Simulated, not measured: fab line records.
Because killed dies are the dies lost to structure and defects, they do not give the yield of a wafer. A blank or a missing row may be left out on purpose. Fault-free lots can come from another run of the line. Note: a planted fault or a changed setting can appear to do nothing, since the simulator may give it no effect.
Chamber matching || flow nand harc || NHARC_A_STAIRCASE_DESCUM_312 on rie diel-07: 4 sister chambers
The step chemistry O2, time 3 s. 8 wafers are shown with their chamber, then 9 later ones without.

== WAFERS, EACH WITH ITS CHAMBER ==
{"wafer": "L076.6", "chamber": 1, "drypump motor current A (A)": 6.5, "showerhead plenum p Torr (Torr)": 1.99}
{"wafer": "L086.3", "chamber": 1, "drypump motor current A (A)": 6.5, "showerhead plenum p Torr (Torr)": 1.98}
{"wafer": "L087.2", "chamber": 3, "drypump motor current A (A)": 5.6, "showerhead plenum p Torr (Torr)": 2.07}
{"wafer": "L087.3", "chamber": 2, "drypump motor current A (A)": 5.9, "showerhead plenum p Torr (Torr)": 1.85}
{"wafer": "L087.4", "chamber": 0, "drypump motor current A (A)": 5.8, "showerhead plenum p Torr (Torr)": 1.84}
{"wafer": "L093.1", "chamber": 0, "drypump motor current A (A)": 5.8, "showerhead plenum p Torr (Torr)": 1.84}
{"wafer": "L093.2", "chamber": 3, "drypump motor current A (A)": 5.7, "showerhead plenum p Torr (Torr)": 2.07}
{"wafer": "L093.4", "chamber": 2, "drypump motor current A (A)": 5.9, "showerhead plenum p Torr (Torr)": 1.84}

== WAFERS MISSING THEIR CHAMBER ==
{"wafer": "L092.1", "drypump motor current A (A)": 5.8, "showerhead plenum p Torr (Torr)": 1.84}
{"wafer": "L092.3", "drypump motor current A (A)": 6.6, "showerhead plenum p Torr (Torr)": 1.98}
{"wafer": "L092.6", "drypump motor current A (A)": 5.7, "showerhead plenum p Torr (Torr)": 2.07}
{"wafer": "L094.1", "drypump motor current A (A)": 5.9, "showerhead plenum p Torr (Torr)": 1.84}
{"wafer": "L094.2", "drypump motor current A (A)": 5.8, "showerhead plenum p Torr (Torr)": 1.84}
{"wafer": "L094.6", "drypump motor current A (A)": 5.8, "showerhead plenum p Torr (Torr)": 1.84}
{"wafer": "L095.3", "drypump motor current A (A)": 5.7, "showerhead plenum p Torr (Torr)": 1.84}
{"wafer": "L095.4", "drypump motor current A (A)": 5.9, "showerhead plenum p Torr (Torr)": 1.84}
{"wafer": "L095.6", "drypump motor current A (A)": 5.8, "showerhead plenum p Torr (Torr)": 1.84}

== WHICH CHAMBER EACH WENT THROUGH ==
{"wafer": "L092.1", "from the rows above": 0, "in truth": 0}
{"wafer": "L092.3", "from the rows above": 1, "in truth": 1}
{"wafer": "L092.6", "from the rows above": 3, "in truth": 3}
{"wafer": "L094.1", "from the rows above": "can't be placed: 2 or 0", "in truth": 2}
{"wafer": "L094.2", "from the rows above": 0, "in truth": 0}
{"wafer": "L094.6", "from the rows above": 0, "in truth": 0}
{"wafer": "L095.3", "from the rows above": 0, "in truth": 0}
{"wafer": "L095.4", "from the rows above": "can't be placed: 2 or 0", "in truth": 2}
{"wafer": "L095.6", "from the rows above": 0, "in truth": 0}
7 of 9 placed correctly. Unplaceable from these rows: 2, with the true chamber sitting among the candidates in 2. 0 placed wrongly.
How it was worked out, from the rows above alone: a wafer's distance from a chamber is the root of the sum, over the readings, of the square of ((its reading less the chamber's mean) divided by the reading's scatter). The wafer belongs to the nearest chamber; if the next one is less than 2 further off, it can't be placed. A chamber's mean is the mean of its shown wafers. The scatter is the square root of a quotient: the sum, over the shown wafers, of each reading's squared deviation from its chamber's mean, divided by wafers minus chambers.
